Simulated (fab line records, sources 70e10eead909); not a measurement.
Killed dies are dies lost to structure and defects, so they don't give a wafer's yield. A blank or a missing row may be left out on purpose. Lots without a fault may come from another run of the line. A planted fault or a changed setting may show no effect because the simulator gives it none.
fab line records | flow nand_harc
record lots=20 wafers=60 last_day=32
route steps=1302 shown A_SLIT@938 A_WL_FILL@954 A_CONTACT@997
lots that met no fault: from a run of the same line without faults
start_h: hours from the record's first day to the start of the lot's first wafer shown | wait_h: hours since the lot's step before | " the same as in the row above | L1.1+2: a row that stands for several wafers | - no value, or no start given | * or withheld: withheld | < > ~ a bound
route shown NAME@n: a module of which the file shows steps, and the number in the route of the first | usual: mean/standard deviation of fault-free wafers | same: alike in all rows | chamber/n: place in a boat | sites: the reading at each site | _std_site: their standard deviation | _edge_site: outer sites' mean less inner sites' | radius_mm: how far each site lies from the wafer's centre | mask NAME#n: copy n | behind: the tool/chamber that last shaped the wafer | hold: why the lot was held/for how many hours/how that ended | device: the transistor (n, p or np) that didn't switch | end of line: the same wafers' tests at the end of the route | a step without rows: its recipe alone | killed: dies lost to structure and defects at the first sort, not the wafer's yield | map: a wafer's dies, x killed, . not, _ none there
set.NAME: the setting as run; set.NAME@STEP: as run at that earlier step | model.NAME: the simulator's own value behind a step, which no gauge read
steps of the route over a sample of lots; a table a step, a row a wafer
services: from which hour (start_h, from the record's first day; less than 0 if before it) a tool's chamber was out of use, for how many hours, and why
## steps
# step NHARC_A_SLIT_ETCH_15
# recipe target_depth_a=62000 over_etch_frac=0.3 time_s=1612 ion_energy_ev=150 o2_flow_sccm=400 cos_flow_sccm=20 ar_flow_sccm=0 rf_w=500 bias_w=300 chemistry=O2/COS
# usual chamber_pressure_mTorr=19.999/0.016 drypump_motor_current_A=5.8/0.37 oes_product_au=1.004/0.014 rf_vpp_V=314.4/2.2 showerhead_plenum_p_Torr=3.15/0.14 throttle_valve_pct=28.329/0.0095
# columns lot.wafer tool chamber start_h wait_h chamber_pressure_mTorr drypump_motor_current_A oes_product_au rf_hours_counter_h rf_vpp_V showerhead_plenum_p_Torr throttle_valve_pct
L074.1 rie_diel-13 1 - - 20.025 6.0 1.029 7.6 315.3 3.16 28.322
L074.2 " 0 " " 19.980 5.8 1.006 7.1 312.5 3.01 28.336
L074.6 " 2 " " 19.995 5.7 1.010 - 315.9 3.24 28.327
L076.4 rie_diel-01 2 - - 20.028 5.4 0.986 3.6 315.4 3.24 28.327
L076.1 " 3 " " 19.978 6.0 1.022 4.2 311.0 2.95 28.325
L076.5 " 2 " " 19.989 5.4 0.979 - 314.8 3.24 28.348
L075.1 rie_diel-13 0 - - 20.014 5.8 1.007 8.0 311.8 3.01 28.337
L075.4 " 2 " " 20.000 5.7 1.011 7.7 316.3 3.24 28.332
L075.5 " 0 " " 19.989 5.8 1.014 - 313.0 3.01 28.339
L077.4 rie_diel-05 1 - - 19.979 6.3 1.011 2.4 314.4 3.14 28.333
L077.2 " 3 " " 19.994 6.3 0.997 3.1 315.6 3.29 28.335
L077.5 " 1 " " 20.024 6.3 1.022 - 314.5 3.14 28.334
L078.1 rie_diel-01 3 - - 19.987 6.0 1.012 6.0 311.3 2.95 28.337
L078.2 " 0 " " 20.016 5.5 1.003 5.9 312.3 3.01 28.322
L078.6 " 3 " " 20.029 6.0 1.014 - 310.6 2.95 28.324
L079.2 rie_diel-05 1 - - 20.003 6.3 1.032 4.0 314.7 3.14 28.323
L079.4 " 2 " " 19.997 6.3 1.001 3.5 315.7 3.32 28.308
L079.5 " 0 " " 20.006 5.1 0.983 - 316.7 3.28 28.343
L081.4 rie_diel-01 0 - - 20.000 5.5 0.997 8.7 312.5 3.00 28.325
L081.1 " 1 " " 19.993 5.7 1.014 8.1 318.1 3.28 28.333
L081.5 " 2 " " 19.986 5.3 0.985 - 315.8 3.24 28.332
L080.2 rie_diel-05 3 - - 20.015 6.3 0.999 4.9 316.2 3.29 28.353
L080.1 " 2 " " 19.981 6.3 1.002 4.8 315.8 3.32 28.330
L080.6 " 0 " " 20.008 5.1 0.989 - 316.8 3.28 28.318
L082.3 rie_diel-05 2 - - 19.992 6.3 1.009 5.8 316.7 3.32 28.314
L082.5 " 0 " " 20.000 5.1 0.970 - 317.6 3.28 28.334
L082.4 " 3 " " 20.008 6.3 1.002 - 316.3 3.29 28.335
L084.4 rie_diel-13 3 - - 19.972 5.5 1.003 2.1 309.1 2.92 28.327
L084.1 " 0 " " 20.019 5.8 0.992 0.3 311.8 3.01 28.321
L084.5 " 2 " " 19.991 5.8 1.005 - 315.7 3.24 28.330
L087.1 rie_diel-05 1 - - 19.990 6.3 1.006 6.7 314.1 3.14 28.317
L087.3 " 2 " " 19.994 6.3 1.003 7.8 317.6 3.32 28.334
L087.2 " 0 " " 20.001 5.1 0.992 9.6 315.7 3.28 28.325
L085.3 rie_diel-01 2 - - 19.999 5.4 1.000 0.5 314.6 3.24 28.343
L085.2 " 0 " " 20.049 5.5 0.998 0.4 311.7 3.00 28.312
L085.6 " 3 " " 20.013 6.0 0.994 - 311.0 2.94 28.329
L086.1 rie_diel-13 0 - - 20.031 5.8 1.010 1.4 313.8 3.01 28.329
L086.4 " 1 " " 19.999 6.0 1.018 3.2 314.4 3.16 28.332
L086.3 " 2 " " 20.002 5.7 1.000 3.6 316.4 3.24 28.328
L090.2 rie_diel-01 0 - - 20.031 5.5 0.988 2.6 312.7 3.00 28.325
L090.4 " 2 " " 20.008 5.4 0.996 - 315.8 3.24 28.323
L090.5 " 0 " " 19.974 5.5 0.999 - 312.4 3.00 28.309
L091.4 rie_diel-05 0 - - 20.011 5.1 0.995 1.1 315.0 3.28 28.320
L091.2 " 1 " " 20.006 6.3 1.015 1.2 315.0 3.14 28.315
L091.3 " 2 " " 20.003 6.3 1.003 0.9 318.0 3.32 28.319
L088.2 rie_diel-05 3 - - 19.989 6.3 1.004 1.9 315.9 3.29 28.343
L088.6 " 3 " " 19.992 6.3 1.005 - 317.7 3.29 28.345
L088.5 " 0 " " 19.999 5.1 0.990 - 315.9 3.27 28.322
L092.4 rie_diel-01 0 - - 20.020 5.4 0.991 5.3 311.2 3.00 28.314
L092.2 " 1 " " 20.016 5.7 0.992 5.0 316.8 3.27 28.325
L092.6 " 3 " " 20.011 6.0 0.982 - 311.6 2.94 28.340
L093.2 rie_diel-13 0 - - 20.001 5.8 1.002 4.8 312.5 3.01 28.333
L093.1 " 1 " " 20.010 6.0 1.019 6.3 313.5 3.16 28.320
L093.5 " 0 " " 19.988 5.8 1.001 - 311.4 3.01 28.326
L094.2 rie_diel-01 0 - - 20.005 5.5 0.999 6.0 312.6 3.00 28.316
L094.3 " 1 " " 19.986 5.7 0.990 5.6 315.9 3.27 28.323
L094.1 " 2 " " 19.973 5.4 0.999 6.3 315.3 3.23 28.315
L096.1 rie_diel-13 2 - - 19.973 5.7 1.004 9.3 314.4 3.24 28.324
L096.4 " 1 " " 20.049 6.0 1.026 9.3 314.2 3.15 28.326
L096.6 " 2 " " 20.008 5.7 1.010 - 316.1 3.24 28.333
# step NHARC_A_WL_FILL_ALD_02
# recipe target_thk_a=20 pulse_time_s=3 ald_cycles=100 temp_c=450 material=TiN
# usual heater_power_w=1073/100 precursor_pulse_height_rel=0.999/0.021
# columns lot.wafer tool chamber start_h wait_h heater_power_w precursor_pulse_height_rel
L074.2 ald_metal-03 3 467.53 0.2 946 1.008
L074.1 " 2 " " 1075 1.007
L074.6 " 3 " " 943 1.001
L075.4 ald_metal-03 0 483.53 0.1 1107 0.979
L075.1 " 1 " " 1015 0.970
L075.5 " 1 " " 1044 1.012
L076.1 ald_metal-01 3 483.70 0.2 1183 1.001
L076.4 " 0 " " 1088 1.031
L076.5 " 3 " " 1150 1.005
L077.2 ald_metal-04 1 487.66 0.3 1015 1.015
L077.5 " 0 " " 1013 0.979
L077.4 " 1 " " 1044 0.980
L078.2 ald_metal-03 1 493.70 0.2 1011 0.985
L078.1 " 0 " " 1142 1.015
L078.6 " 3 " " 940 1.015
L079.2 ald_metal-03 1 519.12 0.2 1039 0.961
L079.4 " 0 " " 1113 0.966
L079.5 " 1 " " 1032 0.983
L080.1 ald_metal-03 0 534.89 0.2 1139 0.975
L080.2 " 2 " " 1095 0.987
L080.6 " 2 " " 1085 1.002
L081.4 ald_metal-04 3 535.21 0.2 1085 1.011
L081.1 " 1 " " 1055 0.997
L081.5 " 3 " " 1080 0.998
L082.3 ald_metal-03 0 546.26 0.2 1136 1.005
L082.5 " 3 " " 941 0.982
L082.4 " 2 " " 1031 1.013
L084.1 ald_metal-04 3 567.22 0.3 1067 1.007
L084.4 " 0 " " 1023 0.986
L084.5 " 1 " " 1041 1.044
L087.2 ald_metal-01 1 587.80 0.2 1011 1.011
L087.1 " 2 " " 1475 1.006
L087.3 " 0 " " 1081 1.015
L085.3 ald_metal-03 0 587.82 0.1 1120 0.991
L085.2 " 2 " " 1062 1.017
L085.6 " 0 " " 1115 0.999
L086.1 ald_metal-04 3 597.60 0.2 1103 1.012
L086.3 " 1 " " 1035 0.964
L086.4 " 0 " " 1025 1.006
L091.2 ald_metal-03 2 620.48 0.2 1071 0.968
L091.3 " 3 " " 926 1.063
L091.4 " 0 " " 1121 1.018
L090.2 ald_metal-01 0 620.65 0.3 1087 0.955
L090.5 " 1 " " 1012 1.012
L090.4 " 0 " " 1108 0.992
L088.2 ald_metal-04 2 630.61 0.2 1142 1.017
L088.6 " 1 " " 1060 1.018
L088.5 " 2 " " 1143 1.009
L092.2 ald_metal-04 0 645.15 0.2 1044 1.023
L092.4 " 1 " " 1047 1.028
L092.6 " 0 " " 1020 1.021
L093.2 ald_metal-03 3 645.28 0.2 911 1.021
L093.1 " 0 " " 1094 0.977
L093.5 " 2 " " 1063 0.964
L094.3 ald_metal-01 1 662.73 0.2 1018 0.989
L094.2 " 2 " " 1463 0.990
L094.1 " 3 " " 1132 1.007
L096.1 ald_metal-03 2 676.49 0.2 1059 1.014
L096.4 " 0 " " 1137 1.012
L096.6 " 3 " " 933 1.007
# step NHARC_A_CONTACT_CD_MEAS_42
# recipe target_cd_nm=300 landing_energy_ev=500
# usual cd_nm=299.8/0.71
# columns lot.wafer tool chamber start_h wait_h cd_nm
L074.1 cd_sem-03 0 491.80 - 300.8
L074.2 " 0 " " 300.4
L074.6 " 0 " " 300.7
L076.1 cd_sem-01 0 509.80 - 299.2
L076.4 " 0 " " 299.9
L076.5 " 0 " " 299.8
L075.1 cd_sem-02 0 510.02 - 298.7
L075.4 " 0 " " 299.5
L075.5 " 0 " " 299.5
L077.2 cd_sem-01 0 513.17 - 299.4
L077.4 " 0 " " 299.6
L077.5 " 0 " " 299.5
L078.1 cd_sem-01 0 517.31 - 300.4
L078.2 " 0 " " 299.8
L078.6 " 0 " " 299.0
L079.2 cd_sem-01 0 542.76 - 301.4
L079.4 " 0 " " 300.9
L079.5 " 0 " " 299.8
L081.1 cd_sem-03 0 559.30 - 299.7
L081.4 " 0 " " 298.3
L081.5 " 0 " " 300.2
L080.1 cd_sem-01 0 559.45 - 300.1
L080.2 " 0 " " 299.7
L080.6 " 0 " " 299.0
L082.3 cd_sem-03 0 570.41 - 299.9
L082.4 " 0 " " 300.4
L082.5 " 0 " " 298.7
L084.1 cd_sem-02 0 592.51 - 298.6
L084.4 " 0 " " 299.0
L084.5 " 0 " " 299.1
L087.1 cd_sem-03 0 612.83 - 299.6
L087.2 " 0 " " 299.6
L087.3 " 0 " " 298.8
L085.2 cd_sem-01 0 613.10 - 300.0
L085.3 " 0 " " 299.5
L085.6 " 0 " " 300.2
L086.1 cd_sem-01 0 623.66 - 298.8
L086.3 " 0 " " 301.0
L086.4 " 0 " " 299.9
L091.2 cd_sem-03 0 644.03 - 299.9
L091.3 " 0 " " 299.3
L091.4 " 0 " " 298.6
L090.2 cd_sem-02 0 644.21 - 299.2
L090.4 " 0 " " 299.5
L090.5 " 0 " " 300.2
L088.2 cd_sem-01 0 653.84 - 300.4
L088.5 " 0 " " 300.3
L088.6 " 0 " " 299.6
L093.1 cd_sem-03 0 670.15 - 299.7
L093.2 " 0 " " 300.4
L093.5 " 0 " " 300.7
L092.2 cd_sem-03 0 670.80 - 299.6
L092.4 " 0 " " 299.9
L092.6 " 0 " " 299.2
L094.1 cd_sem-03 0 688.57 - 300.1
L094.2 " 0 " " 300.9
L094.3 " 0 " " 299.8
L096.1 cd_sem-01 0 703.02 - 300.6
L096.4 " 0 " " 299.4
L096.6 " 0 " " 300.5
# step NHARC_A_CONTACT_ETCH_48
# recipe target_depth_a=390 over_etch_frac=0.3 time_s=65 ion_energy_ev=80 cf4_flow_sccm=150 ar_flow_sccm=0 rf_w=300 bias_w=100 chemistry=CF4
# usual chamber_pressure_mTorr=50.01/0.049 drypump_motor_current_A=5.7/0.5 oes_product_au=0.999/0.015 rf_vpp_V=151.4/1.3 showerhead_plenum_p_Torr=1.78/0.073 throttle_valve_pct=13.285/0.0095
# columns lot.wafer tool chamber start_h wait_h chamber_pressure_mTorr drypump_motor_current_A oes_product_au rf_hours_counter_h rf_vpp_V showerhead_plenum_p_Torr throttle_valve_pct
L074.2 rie_diel-04 1 492.09 0.1 50.01 5.5 0.994 21 150.1 1.78 13.285
L074.1 " 2 " " 50.00 6.4 1.003 18 151.3 1.71 13.273
L074.6 " 3 " " 50.11 5.0 0.996 - 149.2 1.66 13.286
L076.4 rie_diel-08 2 510.19 0.2 49.97 6.3 1.022 48 151.0 1.77 13.303
L076.1 " 3 " " 50.05 5.1 0.989 49 151.1 1.80 13.276
L076.5 " 1 " " 49.98 5.5 0.987 - 152.1 1.77 13.287
L075.4 rie_diel-08 1 510.53 0.2 50.01 5.5 0.990 46 151.3 1.77 13.297
L075.1 " 0 " " 49.97 6.0 1.013 46 155.5 1.90 13.296
L075.5 " 2 " " 50.02 6.3 1.007 - 151.9 1.77 13.270
L077.4 rie_diel-08 0 513.43 0.1 50.09 6.0 1.020 49 154.7 1.89 13.288
L077.2 " 2 " " 50.01 6.3 1.021 50 150.0 1.77 13.285
L077.5 " 0 " " 50.06 6.0 1.018 - 152.6 1.89 13.300
L078.2 rie_diel-08 3 517.59 0.1 49.97 5.1 0.990 53 151.2 1.80 13.274
L078.1 " 1 " " 50.03 5.5 1.001 50 151.7 1.77 13.287
L078.6 " 3 " " 49.94 5.1 0.995 - 151.9 1.80 13.274
L079.2 rie_diel-04 2 543.03 0.1 49.98 6.4 0.970 0 150.0 1.70 13.278
L079.4 " 0 " " 49.98 6.0 1.006 0 152.7 1.85 13.271
L079.5 " 2 " " 49.96 6.3 0.971 - 151.1 1.70 13.272
L081.1 rie_diel-10 0 559.58 0.1 50.06 5.0 1.003 34 151.3 1.88 13.291
L081.4 " 1 " " 49.93 5.5 0.992 30 152.4 1.87 13.291
L081.5 " 2 " " 50.04 5.1 0.995 - 153.4 1.88 13.261
L080.1 rie_diel-04 3 559.72 0.1 49.94 5.0 1.003 2 150.4 1.66 13.285
L080.2 " 1 " " 50.02 5.5 0.974 2 152.8 1.78 13.282
L080.6 " 0 " " 49.99 6.0 1.007 - 151.4 1.85 13.275
L082.3 rie_diel-10 0 570.69 0.1 50.01 5.0 1.003 36 152.8 1.88 13.295
L082.4 " 1 " " 49.97 5.5 0.998 33 152.2 1.87 13.285
L082.5 " 3 " " 50.04 5.8 0.974 - 151.5 1.77 13.289
L084.4 rie_diel-10 2 592.88 0.2 50.04 5.1 0.994 48 153.9 1.88 13.297
L084.1 " 3 " " 50.07 5.7 0.980 49 151.7 1.77 13.280
L084.5 " 0 " " 49.96 5.0 0.985 - 152.5 1.88 13.261
L087.3 rie_diel-04 3 613.10 0.1 50.03 5.0 0.996 10 149.8 1.65 13.291
L087.1 " 1 " " 50.04 5.5 1.002 9 152.2 1.78 13.266
L087.2 " 2 " " 50.03 6.4 1.002 10 149.9 1.70 13.283
L085.2 rie_diel-04 1 613.48 0.1 50.07 5.5 0.995 9 150.9 1.78 13.285
L085.3 " 0 " " 50.02 6.0 1.003 9 152.0 1.85 13.272
L085.6 " 2 " " 49.97 6.3 0.994 - 150.1 1.70 13.277
L086.1 rie_diel-04 0 623.93 0.1 50.01 6.0 0.999 11 152.9 1.84 13.292
L086.3 " 1 " " 50.07 5.5 1.001 11 151.0 1.78 13.295
L086.4 " 3 " " 50.02 5.0 0.982 12 149.1 1.65 13.284
L091.4 rie_diel-04 1 644.30 0.1 50.00 5.5 0.998 15 151.4 1.78 13.283
L091.2 " 3 " " 50.09 5.0 0.980 16 149.6 1.65 13.285
L091.3 " 0 " " 50.06 6.0 1.008 15 152.4 1.84 13.287
L090.2 rie_diel-08 1 644.50 0.1 49.91 5.5 0.986 28 151.1 1.76 13.289
L090.4 " 2 " " 50.01 6.3 1.000 36 149.5 1.75 13.293
L090.5 " 3 " " 50.03 5.1 1.019 - 152.2 1.79 13.297
L088.2 rie_diel-04 1 654.14 0.1 49.92 5.5 0.998 17 151.9 1.78 13.288
L088.6 " 3 " " 50.11 5.0 0.987 - 149.2 1.65 13.283
L088.5 " 1 " " 50.01 5.5 0.985 - 150.8 1.78 13.297
L093.2 rie_diel-08 1 670.48 0.1 49.97 5.5 0.997 35 151.4 1.76 13.284
L093.1 " 2 " " 50.04 6.3 1.005 44 150.8 1.75 13.289
L093.5 " 3 " " 50.07 5.1 1.013 - 151.7 1.78 13.283
L092.2 rie_diel-04 3 671.07 0.1 49.93 5.0 0.976 23 149.8 1.65 13.283
L092.4 " 2 " " 50.01 6.4 1.000 21 151.6 1.70 13.276
L092.6 " 3 " " 50.05 5.0 0.984 - 150.2 1.65 13.285
L094.3 rie_diel-04 2 688.84 0.1 49.98 6.4 1.004 23 150.2 1.70 13.279
L094.2 " 0 " " 49.98 6.0 1.009 25 152.6 1.84 13.283
L094.1 " 1 " " 49.99 5.5 0.993 25 151.9 1.77 13.284
L096.1 rie_diel-08 2 703.29 0.1 50.05 6.3 1.005 56 152.2 1.75 13.276
L096.4 " 1 " " 50.01 5.5 0.996 49 151.1 1.76 13.288
L096.6 " 3 " " 50.09 5.1 1.003 - 151.7 1.78 13.294
# step NHARC_A_CONTACT_ETCH_90
# recipe target_depth_a=400 over_etch_frac=0.5 time_s=85.7 ion_energy_ev=120 ch3f_flow_sccm=50 o2_flow_sccm=30 ar_flow_sccm=200 rf_w=500 bias_w=100 chemistry=CH3F/O2
# usual chamber_pressure_mTorr=25.002/0.028 drypump_motor_current_A=5.7/0.5 oes_product_au=0.96/0.037 rf_vpp_V=244.4/1.6 showerhead_plenum_p_Torr=2.46/0.11 throttle_valve_pct=20.664/0.0086
# columns lot.wafer tool chamber start_h wait_h chamber_pressure_mTorr drypump_motor_current_A oes_product_au rf_hours_counter_h rf_vpp_V showerhead_plenum_p_Torr throttle_valve_pct
L074.2 rie_diel-04 1 497.23 0.9 25.008 5.5 0.92 22 245.7 2.48 20.670
L074.1 " 3 " " 24.996 5.0 0.91 22 242.1 2.30 20.660
L074.6 " 2 " " 24.957 6.4 0.94 - 243.5 2.37 20.669
L076.1 rie_diel-04 3 515.36 0.9 25.054 5.0 0.98 27 241.5 2.30 20.642
L076.4 " 0 " " 24.997 6.0 1.00 20 245.4 2.58 20.661
L076.5 " 2 " " 25.024 6.4 1.00 - 243.8 2.37 20.661
L075.1 rie_diel-04 0 517.09 0.8 25.030 6.0 1.01 20 246.0 2.58 20.678
L075.4 " 2 " " 24.977 6.4 1.00 - 243.7 2.37 20.667
L075.5 " 0 " " 25.187 6.0 1.01 - 246.5 2.58 20.655
L077.2 rie_diel-04 2 518.26 0.9 25.004 6.3 1.00 24 244.0 2.37 20.661
L077.4 " 0 " " 25.015 6.0 1.01 - 246.0 2.57 20.666
L077.5 " 1 " " 25.010 5.5 1.01 - 245.0 2.48 20.667
L078.1 rie_diel-08 0 522.51 0.8 25.002 6.1 0.94 54 247.3 2.64 20.679
L078.2 " 3 " " 25.051 5.1 0.91 56 244.1 2.50 20.681
L078.6 " 0 " " 24.992 6.1 0.93 - 245.3 2.64 20.664
L079.4 rie_diel-04 1 548.69 0.7 24.991 5.5 0.91 1 244.2 2.48 20.673
L079.2 " 3 " " 25.045 5.0 0.92 1 242.7 2.30 20.676
L079.5 " 1 " " 24.962 5.5 0.92 - 245.0 2.48 20.664
L081.1 rie_diel-04 0 564.39 0.8 25.013 6.0 1.00 3 246.8 2.57 20.668
L081.4 " 1 " " 25.055 5.5 0.98 3 244.7 2.47 20.658
L081.5 " 3 " " 24.946 5.0 0.97 - 241.6 2.30 20.672
L080.2 rie_diel-08 2 564.50 0.8 25.005 6.3 1.00 6 244.7 2.45 20.672
L080.1 " 1 " " 24.961 5.5 0.97 4 244.2 2.46 20.669
L080.6 " 2 " " 24.968 6.3 1.01 - 243.9 2.45 20.647
L082.3 rie_diel-04 3 575.47 0.6 25.008 5.0 1.00 5 241.9 2.30 20.661
L082.4 " 0 " " 25.012 6.0 1.00 5 246.4 2.57 20.660
L082.5 " 0 " " 24.995 6.0 1.01 - 246.0 2.57 20.656
L084.1 rie_diel-04 2 597.79 0.9 24.999 6.4 0.98 9 243.8 2.36 20.663
L084.4 " 3 " " 24.979 5.0 0.98 9 242.5 2.29 20.652
L084.5 " 1 " " 24.998 5.5 1.00 - 244.9 2.47 20.680
L087.1 rie_diel-04 0 618.04 0.9 25.025 6.0 0.92 11 245.1 2.57 20.670
L087.2 " 1 " " 25.032 5.5 0.92 11 243.9 2.47 20.656
L087.3 " 3 " " 24.994 5.0 0.91 12 243.2 2.29 20.678
L085.3 rie_diel-04 3 619.40 0.7 25.013 4.9 0.92 12 241.4 2.29 20.667
L085.2 " 1 " " 25.002 5.5 0.93 11 243.3 2.47 20.670
L085.6 " 0 " " 25.009 6.0 0.93 - 245.6 2.57 20.662
L086.4 rie_diel-04 3 628.73 0.7 24.988 5.0 0.91 14 242.4 2.29 20.676
L086.1 " 0 " " 24.976 6.0 0.92 13 244.5 2.57 20.651
L086.3 " 1 " " 25.008 5.5 0.92 13 243.6 2.47 20.661
L090.2 rie_diel-10 3 649.28 0.9 25.015 5.7 0.97 16 245.5 2.45 20.680
L090.4 " 2 " " 24.992 5.1 1.01 14 246.6 2.61 20.655
L090.5 " 3 " " 25.012 5.7 0.97 - 244.4 2.45 20.665
L091.3 rie_diel-08 1 649.95 0.7 24.988 5.5 0.91 29 244.5 2.45 20.665
L091.4 " 3 " " 24.973 5.1 0.94 37 244.6 2.48 20.660
L091.2 " 0 " " 24.999 6.1 0.95 33 245.8 2.62 20.674
L088.2 rie_diel-10 1 659.29 0.9 25.022 5.5 0.97 17 245.5 2.59 20.664
L088.5 " 0 " " 24.952 5.0 0.99 - 247.2 2.61 20.647
L088.6 " 1 " " 24.998 5.6 0.98 - 245.9 2.59 20.655
L093.2 rie_diel-10 2 675.27 0.9 24.990 5.1 1.02 19 246.4 2.61 20.650
L093.1 " 0 " " 25.012 5.0 1.00 24 244.7 2.61 20.663
L093.5 " 2 " " 25.013 5.1 1.02 - 246.4 2.61 20.666
L092.2 rie_diel-04 2 675.89 0.8 25.002 6.4 0.93 22 242.6 2.36 20.672
L092.4 " 3 " " 24.986 5.0 0.92 24 241.5 2.29 20.678
L092.6 " 0 " " 24.970 6.0 0.93 - 245.2 2.56 20.657
L094.3 rie_diel-04 0 693.65 0.7 25.027 6.0 0.92 27 245.4 2.56 20.667
L094.2 " 1 " " 24.998 5.5 0.92 26 244.9 2.46 20.666
L094.1 " 2 " " 25.036 6.4 0.92 25 242.7 2.36 20.663
L096.1 rie_diel-04 1 708.10 0.9 24.985 5.5 0.92 28 246.3 2.46 20.657
L096.4 " 2 " " 24.946 6.4 0.92 26 243.9 2.36 20.662
L096.6 " 0 " " 24.980 6.0 0.93 - 245.5 2.56 20.648
# step NHARC_A_CONTACT_ETCH_96
# recipe target_depth_a=200 over_etch_frac=0.5 time_s=10 ion_energy_ev=250 c4f6_flow_sccm=25 o2_flow_sccm=20 ar_flow_sccm=500 rf_w=600 bias_w=500 chemistry=C4F6/O2
# usual chamber_pressure_mTorr=30.004/0.027 drypump_motor_current_A=5.7/0.5 oes_product_au=0.969/0.028 rf_vpp_V=547/3.3 showerhead_plenum_p_Torr=3.93/0.16 throttle_valve_pct=26.903/0.0094
# columns lot.wafer tool chamber start_h wait_h chamber_pressure_mTorr drypump_motor_current_A oes_product_au rf_hours_counter_h rf_vpp_V showerhead_plenum_p_Torr throttle_valve_pct
L074.1 rie_diel-04 1 497.39 0.1 29.997 5.5 0.937 22 548 3.95 26.902
L074.2 " 3 " " 29.989 5.0 0.935 22 543 3.69 26.902
L074.6 " 2 " " 30.046 6.4 0.964 - 544 3.79 26.895
L076.1 rie_diel-04 2 - - 30.011 6.4 0.999 24 545 3.79 26.900
L076.5 " 1 " " 30.000 5.5 0.993 - 548 3.95 26.918
L076.4 " 0 " " 30.019 6.0 1.014 - 551 4.10 26.905
L075.1 rie_diel-04 0 517.22 0.1 29.962 6.0 1.013 20 550 4.10 26.918
L075.4 " 2 " " 30.016 6.4 1.008 - 544 3.78 26.891
L075.5 " 0 " " 30.059 6.0 1.017 - 551 4.10 26.907
L077.2 rie_diel-04 0 518.39 0.1 29.963 6.0 1.011 20 550 4.10 26.919
L077.4 " 0 " " 29.972 6.0 1.001 - 550 4.10 26.892
L077.5 " 1 " " 30.049 5.5 0.997 - 547 3.95 26.911
L078.2 rie_diel-08 0 - - 29.986 6.0 0.965 54 552 4.19 26.898
L078.1 " 1 " " 30.000 5.5 0.949 52 546 3.93 26.902
L078.6 " 0 " " 30.026 6.1 0.970 - 552 4.19 26.911
L079.2 rie_diel-04 0 - - 29.988 6.0 0.965 1 549 4.10 26.902
L079.4 " 1 " " 30.006 5.5 0.931 1 547 3.95 26.903
L079.5 " 0 " " 29.952 6.0 0.957 - 551 4.10 26.903
L081.1 rie_diel-04 0 - - 29.979 6.0 0.995 3 550 4.09 26.898
L081.4 " 1 " " 29.969 5.5 0.986 3 547 3.95 26.901
L081.5 " 1 " " 30.001 5.5 0.992 - 547 3.95 26.906
L080.1 rie_diel-08 3 - - 30.045 5.1 1.015 7 548 3.98 26.895
L080.2 " 1 " " 29.959 5.5 0.984 4 546 3.92 26.894
L080.6 " 2 " " 30.019 6.4 1.010 - 547 3.91 26.903
L082.4 rie_diel-04 0 - - 30.026 6.0 0.999 5 549 4.09 26.893
L082.3 " 2 " " 29.999 6.4 1.000 6 544 3.78 26.898
L082.5 " 0 " " 30.019 6.0 0.998 - 551 4.09 26.891
L084.4 rie_diel-04 2 - - 30.010 6.4 0.993 9 544 3.78 26.914
L084.1 " 1 " " 29.976 5.5 0.992 8 547 3.94 26.911
L084.5 " 3 " " 29.996 5.0 0.972 - 542 3.68 26.889
L087.1 rie_diel-04 1 - - 29.987 5.5 0.946 11 548 3.94 26.903
L087.2 " 3 " " 30.010 5.0 0.924 12 542 3.67 26.899
L087.3 " 0 " " 30.010 6.1 0.955 11 548 4.09 26.898
L085.2 rie_diel-04 3 - - 30.016 5.0 0.940 12 542 3.67 26.901
L085.3 " 0 " " 30.028 6.0 0.949 11 550 4.09 26.899
L085.6 " 3 " " 30.019 5.0 0.938 - 542 3.67 26.905
L086.4 rie_diel-04 1 - - 29.980 5.5 0.925 13 547 3.94 26.898
L086.1 " 2 " " 30.018 6.4 0.945 14 543 3.78 26.895
L086.3 " 3 " " 30.002 5.0 0.934 14 540 3.67 26.911
L090.2 rie_diel-10 2 - - 30.003 5.1 1.005 14 551 4.16 26.906
L090.4 " 3 " " 29.997 5.7 0.966 16 547 3.92 26.906
L090.5 " 2 " " 30.003 5.1 1.016 - 551 4.16 26.886
L091.4 rie_diel-08 2 - - 29.965 6.3 0.944 38 546 3.89 26.900
L091.2 " 3 " " 29.972 5.1 0.935 37 549 3.96 26.909
L091.3 " 0 " " 29.987 6.1 0.961 33 552 4.17 26.933
L088.2 rie_diel-10 0 - - 30.017 5.0 0.990 19 551 4.15 26.909
L088.6 " 2 " " 30.020 5.1 1.008 - 552 4.15 26.905
L088.5 " 3 " " 29.961 5.7 0.964 - 546 3.92 26.897
L093.1 rie_diel-10 2 - - 29.932 5.1 1.011 19 552 4.15 26.891
L093.2 " 3 " " 29.970 5.8 0.968 23 546 3.91 26.917
L093.5 " 0 " " 30.003 5.0 0.986 - 552 4.15 26.901
L092.4 rie_diel-04 0 - - 30.010 6.0 0.952 23 550 4.08 26.912
L092.2 " 2 " " 30.017 6.4 0.958 22 544 3.77 26.912
L092.6 " 0 " " 30.006 6.0 0.965 - 551 4.08 26.900
L094.1 rie_diel-04 2 - - 30.035 6.4 0.956 25 545 3.77 26.897
L094.3 " 0 " " 30.011 6.0 0.961 27 551 4.08 26.914
L094.2 " 1 " " 30.021 5.5 0.960 26 548 3.93 26.905
L096.4 rie_diel-04 2 - - 30.044 6.4 0.941 26 543 3.77 26.910
L096.1 " 1 " " 30.013 5.5 0.944 28 546 3.93 26.915
L096.6 " 3 " " 29.976 5.0 0.925 - 542 3.66 26.891
## services
# columns tool chamber start_h hours kind
rie_diel-04 0 446.56 23.3 repair
rie_diel-04 - 457.55 0.2 repair
rie_diel-10 1 466.77 17.7 repair
rie_diel-05 3 482.70 7.7 repair
ald_metal-03 2 486.42 19.9 repair
rie_diel-04 0 491.26 12.4 repair
rie_diel-10 - 491.56 33.9 repair
ald_metal-03 2 506.36 24.1 repair
rie_diel-04 3 515.41 4.2 repair
rie_diel-05 1 516.05 17.0 repair
ald_metal-03 1 521.10 54.2 repair
rie_diel-04 - 531.90 9.0 pm
rie_diel-08 - 541.65 3.1 repair
rie_diel-08 - 544.84 9.0 pm
rie_diel-01 - 557.82 9.0 pm
ald_metal-03 - 568.00 10.0 pm
rie_diel-10 - 597.01 9.0 pm
rie_diel-08 1 607.41 5.6 repair
ald_metal-03 - 613.65 6.3 repair
ald_metal-03 1 641.34 5.6 repair
ald_metal-03 3 650.33 3.8 repair
rie_diel-04 2 651.55 7.8 repair
rie_diel-10 3 676.89 4.7 repair
ald_metal-03 - 705.42 0.5 repair
## key
fault none
